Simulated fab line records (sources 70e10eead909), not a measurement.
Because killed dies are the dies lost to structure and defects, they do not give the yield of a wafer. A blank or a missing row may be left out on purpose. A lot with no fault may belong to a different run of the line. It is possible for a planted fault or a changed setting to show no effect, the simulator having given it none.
What tool caused it?	flow nand-harc	36 wafers from 12 lots sampled at 2 of the route's 1302 steps

== WHAT THE GAUGES SHOWED, per wafer ==
NHARC_P_M0_OVL_MEAS_10: pitch 180 nm. Usual: overlay-x-nm 0.1 nm, standard deviation 0.92; overlay-y-nm 0.2 nm, standard deviation 0.9.
lot	measured	on	overlay-x-nm (nm)	overlay-y-nm (nm)	flag
L270	day 7 06:29	overlay-01	1.5 1.3 1.2	0.3 0.2 -0.3	
L272	day 7 21:38	overlay-01	-0.9 -1.1 -0.9	-1.1 -1.0 -0.8	
L273	day 8 04:00	overlay-02	0.6 -0.1 0.4	-0.7 -0.6 -0.6	
L276	day 9 08:55	overlay-02	0.5 0.4 0.4	-0.4 -0.6 -0.5	
L278	day 10 00:57	overlay-02	-1.0 -1.0 -1.2	1.1 0.9 0.7	
L284	day 12 20:17	overlay-01	1.4 1.5 1.8	-0.1 -0.2 -0.4	
L286	day 13 12:09	overlay-01	0.6 -0.2 -0.1	-0.6 -0.5 -0.4	
L287	day 14 09:28	overlay-01	0.1 -0.3 -0.4	-0.9 -1.4 -1.4	
L288	day 14 15:59	overlay-01	-0.6 -0.8 -0.8	0.8 0.9 0.5	
L289	day 14 16:17	overlay-01	0.5 0.8 0.6	0.7 0.3 0.6	
L290	day 15 06:13	overlay-02	1.5 0.9 1.2	0.0 0.1 0.2	
L291	day 15 14:11	overlay-01	1.0 1.0 1.0	0.4 -0.3 1.0	

== EACH LOT AND THE TOOL THAT RAN IT (in order: tool; ch and the chambers of the sampled wafers; start) ==
lot	NHARC_P_CONTACT_ALD_22
L270	ald-metal-01 ch 0,2,3, day 7 04:17
L272	ald-metal-01 ch 1,2,3, day 7 19:30
L273	ald-metal-01 ch 1,3, day 8 01:52
L276	ald-metal-02 ch 1,2,3, day 9 06:41
L278	ald-metal-04 ch 1,2, day 9 22:51
L284	ald-metal-04 ch 0,1,3, day 12 18:04
L286	ald-metal-01 ch 0,2, day 13 09:55
L287	ald-metal-04 ch 2,3, day 14 07:19
L288	ald-metal-01 ch 0,1, day 14 13:44
L289	ald-metal-02 ch 1,2,3, day 14 14:04
L290	ald-metal-04 ch 0,2, day 15 03:59
L291	ald-metal-04 ch 0,3, day 15 11:58
- NHARC_P_CONTACT_ALD_22: deposits TiN, target thk 3 nm, pulse time 1 s, ald cycles 150.

== AS READ BY THE TOOLS THEMSELVES (means over the sampled wafers that have a number; for cases with no such wafer, the mark the record gives instead) ==
NHARC_P_CONTACT_ALD_22. Usual: heater-power-w 1076 W, standard deviation 110; precursor-pulse-height-rel 1.001, standard deviation 0.021.
lot	tool	heater-power-w (W)	precursor-pulse-height-rel	flag
L270	ald-metal-01	1055	1.004	
L272	ald-metal-01	1053	0.992	
L273	ald-metal-01	1084	0.989	
L276	ald-metal-02	1133	1.016	
L278	ald-metal-04	1059	0.997	
L284	ald-metal-04	998	0.970	
L286	ald-metal-01	1044	1.007	
L287	ald-metal-04	1164	0.999	
L288	ald-metal-01	1122	0.988	
L289	ald-metal-02	1139	0.986	
L290	ald-metal-04	1175	0.998	
L291	ald-metal-04	1057	1.008	

== THE ANSWER, worked out from the rows above alone ==
Rule: lot off if the mean of its wafers having a number is beyond 3 standard deviations from the usual mean. Also off: a lot with no number at a reading for which 4 or more lots have one. Any other lot the step has rows for is counted as sound. The gauges are gone through in route order, then the tools' own readings, and for those a lot's mean is taken as printed above. The first step at which some lot is off is used, and at that step the reading that is off furthest; a lot without a number counts as furthest.
Nothing can be told from this: no lot is off at any reading shown.

== WHAT THE SIMULATOR HAD INSERTED ==
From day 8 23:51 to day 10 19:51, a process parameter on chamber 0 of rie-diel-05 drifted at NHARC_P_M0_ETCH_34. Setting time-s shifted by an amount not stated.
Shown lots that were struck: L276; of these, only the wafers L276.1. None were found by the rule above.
